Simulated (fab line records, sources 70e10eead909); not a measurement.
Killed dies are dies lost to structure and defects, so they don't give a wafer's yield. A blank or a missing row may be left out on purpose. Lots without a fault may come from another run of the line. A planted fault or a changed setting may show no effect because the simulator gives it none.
Chamber matching | flow nand_harc | NHARC_A_BLC_ALD_23 on ald_metal-02: 4 sister chambers
The step deposits TiN, target thk 3 nm, pulse time 1 s, ald cycles 150. 8 wafers are shown with their chamber, then 8 later ones without.

WAFERS WITH THEIR CHAMBER
wafer  | chamber | heater_power_w (W) | precursor_pulse_height_rel
L075.2 | 1       | 1155               | 1.013
L077.6 | 1       | 1196               | 0.997
L081.1 | 3       | 1083               | 1.009
L081.6 | 0       | 942                | 1.009
L087.2 | 2       | 1196               | 1.002
L087.3 | 0       | 899                | 0.982
L087.6 | 2       | 1239               | 1.049
L088.1 | 3       | 1021               | 0.995

WAFERS WITHOUT THEIR CHAMBER
wafer  | heater_power_w (W) | precursor_pulse_height_rel
L088.2 | 885                | 1.038
L088.4 | 1218               | 1.017
L094.2 | 1067               | 1.029
L094.3 | 928                | 0.981
L094.4 | 1128               | 0.984
L095.1 | 1041               | 0.993
L095.4 | 1073               | 1.001
L095.6 | 1271               | 0.977

WHICH CHAMBER EACH WENT THROUGH
wafer  | from the rows above          | in truth
L088.2 | 0                            | 0
L088.4 | can't be placed: 2 or 1      | 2
L094.2 | 3                            | 3
L094.3 | 0                            | 0
L094.4 | can't be placed: 1 or 3 or 2 | 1
L095.1 | 3                            | 3
L095.4 | 3                            | 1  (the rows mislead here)
L095.6 | can't be placed: 2 or 1      | 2
Placed correctly: 4 of 8. Can't be placed from these rows: 3 (the true chamber is among the candidates in 3). Placed wrongly: 1.
How it was worked out, from the rows above alone: a wafer's distance from a chamber is the root of the sum, over the readings, of the square of ((its reading less the chamber's mean) divided by the reading's scatter). The wafer belongs to the nearest chamber; if the next one is less than 2 further off, it can't be placed. A chamber's mean is the mean of its shown wafers. The scatter: the root of (the sum of the squares of (reading less its chamber's mean) over the shown wafers, divided by (wafers less chambers)).
